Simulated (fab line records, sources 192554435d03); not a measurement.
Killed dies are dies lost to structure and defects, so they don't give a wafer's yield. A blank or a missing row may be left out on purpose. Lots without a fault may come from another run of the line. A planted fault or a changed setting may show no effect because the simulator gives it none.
Which tool did it? | flow n5_finfet | 22 lots, 66 wafers sampled, at 4 steps of a route of 1938

WHAT THE GAUGES READ, wafer by wafer
N5_FIN_CUT_CD_MEAS_08: target cd 29.1 nm. Usual: cd_nm 29.16 nm, standard deviation 0.23.
lot  | measured    | on        | cd_nm (nm)        | flag
L074 | day 2 04:26 | cd_sem-01 | 29.45 29.34 29.31 |
L076 | day 2 15:22 | cd_sem-03 | 29.27 29.05 28.67 |
L077 | day 2 21:25 | cd_sem-02 | 28.65 29.32 29.02 |
L078 | day 3 04:37 | cd_sem-03 | 29.01 28.63 29.31 |
L079 | day 3 08:48 | cd_sem-02 | 29.44 29.02 28.96 |
L080 | day 3 16:53 | cd_sem-01 | 28.96 29.81 28.86 |
L081 | day 3 22:31 | cd_sem-01 | 29.18 29.11 29.21 |
L082 | day 4 03:49 | cd_sem-01 | 29.16 29.24 29.87 |
L083 | day 4 09:23 | cd_sem-03 | 29.55 29.13 29.01 |
L084 | day 4 17:07 | cd_sem-02 | 29.21 28.86 28.74 |
L085 | day 4 22:21 | cd_sem-01 | 29.37 28.99 29.70 |
L086 | day 5 05:42 | cd_sem-02 | 29.01 29.09 29.11 |
L087 | day 5 08:50 | cd_sem-03 | 29.28 29.01 29.10 |
L088 | day 5 15:06 | cd_sem-01 | 29.64 29.06 29.38 |
L089 | day 5 21:22 | cd_sem-01 | 29.26 29.48 28.97 |
L090 | day 6 02:56 | cd_sem-01 | 29.31 29.51 29.41 |
L091 | day 6 08:37 | cd_sem-02 | 29.30 29.21 29.40 |
L092 | day 6 15:38 | cd_sem-02 | 29.00 29.26 29.20 |
L093 | day 6 22:20 | cd_sem-03 | 29.24 29.45 28.99 |
L094 | day 7 03:20 | cd_sem-03 | 29.18 28.98 29.15 |
L095 | day 7 09:38 | cd_sem-01 | 29.04 29.05 29.04 |
L097 | day 8 00:08 | cd_sem-02 | 28.97 29.22 29.18 |

WHICH TOOL RAN EACH LOT (tool, then ch and the chambers of the sampled wafers, then the start)
lot  | N5_FIN_SAQP_MANDREL_ETCH_22     | N5_FIN_SAQP_STRIP_55              | N5_FIN_SAQP_ETCH_64
L074 | rie_si-01 ch 0,3, day 1 23:46   | rie_diel-01 ch 2,3, day 1 23:52   | rie_si-05 ch 0,1,2, day 2 03:52
L076 | rie_si-01 ch 0,1,3, day 2 11:12 | rie_diel-01 ch 0,3, day 2 11:18   | rie_si-06 ch 1,2,3, day 2 14:47
L077 | rie_si-01 ch 1,3, day 2 16:32   | rie_diel-01 ch 0,1,3, day 2 16:44 | rie_si-05 ch 0,2, day 2 20:50
L078 | rie_si-01 ch 2,3, day 3 00:10   | rie_diel-06 ch 0,2,3, day 3 00:20 | rie_si-05 ch 0,1,3, day 3 04:03
L079 | rie_si-01 ch 0,1,3, day 3 04:31 | rie_diel-05 ch 0,2, day 3 04:37   | rie_si-06 ch 0,2, day 3 08:06
L080 | rie_si-01 ch 1,2, day 3 12:06   | rie_diel-01 ch 0,1, day 3 12:12   | rie_si-05 ch 0,3, day 3 16:19
L081 | rie_si-01 ch 0,1,2, day 3 17:48 | rie_diel-01 ch 0,1,3, day 3 18:04 | rie_si-05 ch 0,1,2, day 3 21:56
L082 | rie_si-01 ch 0,2,3, day 3 23:37 | rie_diel-05 ch 1,2, day 3 23:43   | rie_si-06 ch 2,3, day 4 03:12
L083 | rie_si-01 ch 0,2,3, day 4 04:25 | rie_diel-05 ch 0,1,2, day 4 04:31 | rie_si-05 ch 1,2,3, day 4 08:48
L084 | rie_si-01 ch 0,1, day 4 11:23   | rie_diel-01 ch 1,2, day 4 11:29   | rie_si-06 ch 0,2, day 4 16:32
L085 | rie_si-01 ch 0,2,3, day 4 17:32 | rie_diel-05 ch 0,1,2, day 4 17:38 | rie_si-06 ch 0,2, day 4 21:46
L086 | rie_si-01 ch 0,2,3, day 5 00:32 | rie_diel-01 ch 0,1,3, day 5 00:38 | rie_si-01 ch 1,3, day 5 05:07
L087 | rie_si-06 ch 0,2,3, day 5 04:41 | rie_diel-05 ch 1,2, day 5 04:47   | rie_si-01 ch 0,1,3, day 5 08:16
L088 | rie_si-01 ch 0,3, day 5 10:49   | rie_diel-06 ch 1,2,3, day 5 10:55 | rie_si-05 ch 0,2,3, day 5 14:32
L089 | rie_si-05 ch 0,1,2, day 5 16:57 | rie_diel-05 ch 0,2, day 5 17:03   | rie_si-06 ch 0,3, day 5 20:46
L090 | rie_si-01 ch 1,2,3, day 5 22:19 | rie_diel-05 ch 0,2, day 5 22:25   | rie_si-05 ch 1,2,3, day 6 02:13
L091 | rie_si-06 ch 0,1,3, day 6 04:06 | rie_diel-06 ch 0,1,2, day 6 04:13 | rie_si-05 ch 1,2, day 6 07:58
L092 | rie_si-06 ch 1,2,3, day 6 11:04 | rie_diel-05 ch 0,1,2, day 6 11:16 | rie_si-05 ch 0,2, day 6 15:04
L093 | rie_si-06 ch 0,1,2, day 6 17:40 | rie_diel-06 ch 0,1,2, day 6 17:46 | rie_si-05 ch 0,1,2, day 6 21:38
L094 | rie_si-01 ch 0,1, day 6 22:20   | rie_diel-06 ch 0,3, day 6 22:26   | rie_si-01 ch 2,3, day 7 02:38
L095 | rie_si-06 ch 1,2,3, day 7 04:07 | rie_diel-05 ch 0,1,2, day 7 04:16 | rie_si-05 ch 0,2,3, day 7 09:04
L097 | rie_si-01 ch 1,2,3, day 7 17:50 | rie_diel-01 ch 0,3, day 7 17:56   | rie_si-01 ch 1,3, day 7 23:34
- N5_FIN_SAQP_MANDREL_ETCH_22: etches a-Si in HBr/Cl2, stops on SiNx, target depth 60 nm, bt time 10 s, time 30 s.
- N5_FIN_SAQP_STRIP_55: strips in N2/H2.
- N5_FIN_SAQP_ETCH_64: etches SiO2 in CF4, target depth 1.5 nm.

WHAT THE TOOLS THEMSELVES READ (means of the sampled wafers that have a number; where no wafer has one, the mark that the record gives instead)
N5_FIN_SAQP_MANDREL_ETCH_22. Usual: bias_w 75.01 W, standard deviation 0.22; drypump_motor_current_A 5.8 A, standard deviation 0.34; oes_product_au 0.769 a.u., standard deviation 0.0095; throttle_valve_pct 35.37 %, standard deviation 0.2.
lot  | tool      | bias_w (W) | drypump_motor_current_A (A) | oes_product_au (a.u.) | throttle_valve_pct (%) | flag
L074 | rie_si-01 | 75.10      | 6.1                         | 0.771                 | 35.51                  |
L076 | rie_si-01 | 75.16      | 5.9                         | 0.767                 | 35.51                  |
L077 | rie_si-01 | 74.90      | 5.6                         | 0.771                 | 35.36                  |
L078 | rie_si-01 | 75.15      | 5.7                         | 0.771                 | 35.23                  |
L079 | rie_si-01 | 75.19      | 5.9                         | 0.775                 | 35.48                  |
L080 | rie_si-01 | 75.00      | 5.7                         | 0.771                 | 35.47                  |
L081 | rie_si-01 | 75.01      | 5.9                         | 0.755                 | 35.49                  |
L082 | rie_si-01 | 74.88      | 5.9                         | 0.773                 | 35.35                  |
L083 | rie_si-01 | 75.14      | 5.9                         | 0.760                 | 35.37                  |
L084 | rie_si-01 | 75.00      | 5.8                         | 0.765                 | 35.63                  |
L085 | rie_si-01 | 74.92      | 5.9                         | 0.772                 | 35.34                  |
L086 | rie_si-01 | 74.93      | 5.9                         | 0.775                 | 35.33                  |
L087 | rie_si-06 | 75.09      | 5.4                         | 0.773                 | 35.27                  |
L088 | rie_si-01 | 74.81      | 6.1                         | 0.775                 | 35.48                  |
L089 | rie_si-05 | 75.14      | 6.3                         | 0.778                 | 35.28                  |
L090 | rie_si-01 | 75.18      | 5.7                         | 0.770                 | 35.35                  |
L091 | rie_si-06 | 75.15      | 5.3                         | 0.769                 | 35.17                  |
L092 | rie_si-06 | 75.08      | 5.6                         | 0.758                 | 35.34                  |
L093 | rie_si-06 | 74.93      | 5.5                         | 0.782                 | 35.27                  |
L094 | rie_si-01 | 74.76      | 5.8                         | 0.770                 | 35.63                  |
L095 | rie_si-06 | 74.72      | 5.6                         | 0.772                 | 35.30                  |
L097 | rie_si-01 | 74.90      | 5.7                         | 0.767                 | 35.34                  |

N5_FIN_SAQP_STRIP_55. Usual: drypump_motor_current_A 5.6 A, standard deviation 0.42; oes_product_au 0.80 a.u., standard deviation 0.099; power_w 500.1 W, standard deviation 1.5; rf_vpp_V 121.8 V, standard deviation 1.4; showerhead_plenum_p_Torr 3.36 Torr, standard deviation 0.11; throttle_valve_pct 18.94 %, standard deviation 0.25.
lot  | tool        | drypump_motor_current_A (A) | oes_product_au (a.u.) | power_w (W) | rf_vpp_V (V) | showerhead_plenum_p_Torr (Torr) | throttle_valve_pct (%) | flag
L074 | rie_diel-01 | 5.3                         | 0.84                  | 498.0       | 123.1        | 3.27                            | 19.01                  |
L076 | rie_diel-01 | 5.7                         | 0.81                  | 500.7       | 120.8        | 3.31                            | 18.94                  |
L077 | rie_diel-01 | 5.8                         | 0.77                  | 500.7       | 122.0        | 3.32                            | 19.01                  |
L078 | rie_diel-06 | 5.4                         | 0.79                  | 500.0       | 121.0        | 3.46                            | 18.86                  |
L079 | rie_diel-05 | 5.6                         | 0.86                  | 500.9       | 121.8        | 3.29                            | 18.98                  |
L080 | rie_diel-01 | 6.0                         | 0.72                  | 499.7       | 121.3        | 3.34                            | 19.17                  |
L081 | rie_diel-01 | 5.8                         | 0.77                  | 500.0       | 121.3        | 3.32                            | 19.03                  |
L082 | rie_diel-05 | 6.0                         | 0.77                  | 500.6       | 121.2        | 3.39                            | 19.09                  |
L083 | rie_diel-05 | 5.8                         | 0.85                  | 499.7       | 122.3        | 3.34                            | 18.91                  |
L084 | rie_diel-01 | 5.6                         | 0.74                  | 499.7       | 121.6        | 3.31                            | 19.07                  |
L085 | rie_diel-05 | 5.8                         | 0.84                  | 498.4       | 120.6        | 3.33                            | 18.92                  |
L086 | rie_diel-01 | 5.8                         | 0.75                  | 500.9       | 120.5        | 3.32                            | 19.04                  |
L087 | rie_diel-05 | 6.0                         | 0.75                  | 499.8       | 121.2        | 3.38                            | 19.11                  |
L088 | rie_diel-06 | 5.9                         | 0.77                  | 499.3       | 122.0        | 3.46                            | 19.07                  |
L089 | rie_diel-05 | 5.6                         | 0.91                  | 499.7       | 121.5        | 3.29                            | 18.75                  |
L090 | rie_diel-05 | 5.6                         | 0.91                  | 500.5       | 122.0        | 3.28                            | 18.75                  |
L091 | rie_diel-06 | 5.6                         | 0.84                  | 498.8       | 122.3        | 3.48                            | 18.92                  |
L092 | rie_diel-05 | 5.8                         | 0.92                  | 501.3       | 120.5        | 3.33                            | 18.80                  |
L093 | rie_diel-06 | 5.6                         | 0.82                  | 500.2       | 122.8        | 3.48                            | 18.93                  |
L094 | rie_diel-06 | 5.4                         | 0.74                  | 499.7       | 122.3        | 3.48                            | 18.97                  |
L095 | rie_diel-05 | 5.8                         | 0.90                  | 500.3       | 121.7        | 3.32                            | 18.82                  |
L097 | rie_diel-01 | 5.9                         | 0.73                  | 500.4       | 121.1        | 3.31                            | 19.16                  |

N5_FIN_SAQP_ETCH_64. Usual: bias_w 399.9 W, standard deviation 1.3; drypump_motor_current_A 6.0 A, standard deviation 0.47; oes_product_au 1.010 a.u., standard deviation 0.019; throttle_valve_pct 21.73 %, standard deviation 0.16.
lot  | tool      | bias_w (W) | drypump_motor_current_A (A) | oes_product_au (a.u.) | throttle_valve_pct (%) | flag
L074 | rie_si-05 | 399.1      | 6.3                         | 1.019                 | 21.74                  |
L076 | rie_si-06 | 398.4      | 5.6                         | 1.000                 | 21.74                  |
L077 | rie_si-05 | 400.9      | 6.0                         | 1.012                 | 21.78                  |
L078 | rie_si-05 | 400.4      | 6.3                         | 1.007                 | 21.63                  |
L079 | rie_si-06 | 400.4      | 5.6                         | 1.007                 | 21.82                  |
L080 | rie_si-05 | 398.7      | 6.1                         | 1.010                 | 21.59                  |
L081 | rie_si-05 | 399.7      | 6.3                         | 1.026                 | 21.75                  |
L082 | rie_si-06 | 400.1      | 5.6                         | 0.998                 | 21.80                  |
L083 | rie_si-05 | 398.7      | 6.3                         | 1.032                 | 21.69                  |
L084 | rie_si-06 | 398.9      | 5.4                         | 1.004                 | 21.71                  |
L085 | rie_si-06 | 399.0      | 5.4                         | 1.003                 | 21.71                  |
L086 | rie_si-01 | 400.0      | 5.6                         | 1.006                 | 21.89                  |
L087 | rie_si-01 | 398.8      | 5.8                         | 1.010                 | 21.93                  |
L088 | rie_si-05 | 399.5      | 6.1                         | 1.013                 | 21.72                  |
L089 | rie_si-06 | 399.8      | 5.3                         | 0.984                 | 21.60                  |
L090 | rie_si-05 | 400.6      | 6.3                         | 1.032                 | 21.69                  |
L091 | rie_si-05 | 400.0      | 6.6                         | 1.036                 | 21.72                  |
L092 | rie_si-05 | 400.4      | 6.1                         | 1.012                 | 21.79                  |
L093 | rie_si-05 | 399.5      | 6.3                         | 1.019                 | 21.74                  |
L094 | rie_si-01 | 401.0      | 5.7                         | 0.996                 | 21.64                  |
L095 | rie_si-05 | 398.7      | 6.1                         | 1.017                 | 21.72                  |
L097 | rie_si-01 | 401.9      | 5.6                         | 1.004                 | 22.04                  |

THE ANSWER, worked out from the rows above alone
Rule: a lot is off if the mean of its wafers that have a number lies more than 3 standard deviations from the usual mean. A lot without any number at a reading at which 4 lots or more have one is off too. The other lots that the step has rows for count as sound. The gauges are gone through in route order, then the tools' own readings, and for those a lot's mean is taken as printed above. The first step at which some lot is off is used, and at that step the reading that is off furthest; a lot without a number counts as furthest.
No lot is off at any reading shown: from this, nothing can be told.

WHAT THE SIMULATOR HAD PUT IN
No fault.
